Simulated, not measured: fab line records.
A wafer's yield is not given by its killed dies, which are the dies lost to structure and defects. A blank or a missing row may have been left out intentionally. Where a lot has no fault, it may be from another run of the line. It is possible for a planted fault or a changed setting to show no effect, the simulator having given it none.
Matching of chambers ; flow n5 finfet ; rie diel-01 running N5_BEOL_M5_DESCUM_33: 4 sister chambers
The step chemistry O2, time 7 s. 20 wafers are shown with their chamber, then 10 later ones without.

## WAFERS PAIRED WITH THEIR CHAMBERS
wafer;chamber;drypump motor current A (A);throttle valve pct (%);showerhead plenum p Torr (Torr)
L075.1;3;5.17;20.66;2.13
L075.2;0;5.42;20.58;2.01
L075.3;2;5.74;20.88;2.15
L079.1;3;5.15;20.68;2.13
L079.4;1;5.49;20.01;2.16
L079.6;0;5.41;20.60;2.01
L080.4;3;5.16;20.68;2.13
L080.5;0;5.39;20.61;2.01
L080.6;3;5.19;20.70;2.13
L083.2;3;5.16;20.68;2.13
L083.4;0;5.41;20.61;2.01
L083.6;3;5.17;20.69;2.13
L084.1;1;5.48;20.01;2.15
L084.2;3;5.16;20.68;2.13
L084.6;0;5.42;20.60;2.01
L085.1;3;5.16;20.71;2.12
L085.5;3;5.16;20.71;2.12
L085.6;1;5.48;20.03;2.15
L089.1;3;5.17;20.73;2.12
L089.3;0;5.41;20.62;2.01

SIGNATURES (means of the wafers above)
reading;chamber 0;chamber 1;chamber 2;chamber 3;scatter within a chamber
drypump motor current A;5.4100;5.4833;5.7400;5.1650;0.0104
throttle valve pct;20.6033;20.0167;20.8800;20.6920;0.0176
showerhead plenum p Torr;2.0100;2.1533;2.1500;2.1270;0.00416
Rule: a wafer lies at a distance from a chamber equal to the root of the sum of squares, over the readings, of (its reading less the chamber's mean, divided by the reading's scatter). If the next closest chamber is less than 2 further off than the closest, the wafer can't be placed; otherwise it belongs to the closest. How the scatter is found: for the shown wafers, subtract from each reading the mean of its chamber, square and add these, divide the total by (wafers less chambers), then take the root.

## WAFERS WITHOUT THEIR CHAMBER
wafer;drypump motor current A (A);throttle valve pct (%);showerhead plenum p Torr (Torr)
L089.4;5.16;20.72;2.12
L088.1;5.49;20.04;2.15
L088.4;5.18;20.72;2.12
L088.5;5.75;20.52;2.14
L094.1;5.71;20.55;2.14
L094.2;5.48;20.05;2.15
L094.6;5.41;20.62;2.00
L095.3;5.74;20.55;2.14
L095.5;5.16;20.73;2.12
L095.6;5.73;20.54;2.14

## WHICH CHAMBER EACH WENT THROUGH
wafer;from the rows above;in truth
L089.4;3;3
L088.1;1;1
L088.4;3;3
L088.5;2;2
L094.1;2;2
L094.2;1;1
L094.6;0;0
L095.3;2;2
L095.5;3;3
L095.6;2;2
Placed correctly: 10 of 10. From these rows, 0 cannot be placed. Wrongly placed: 0.
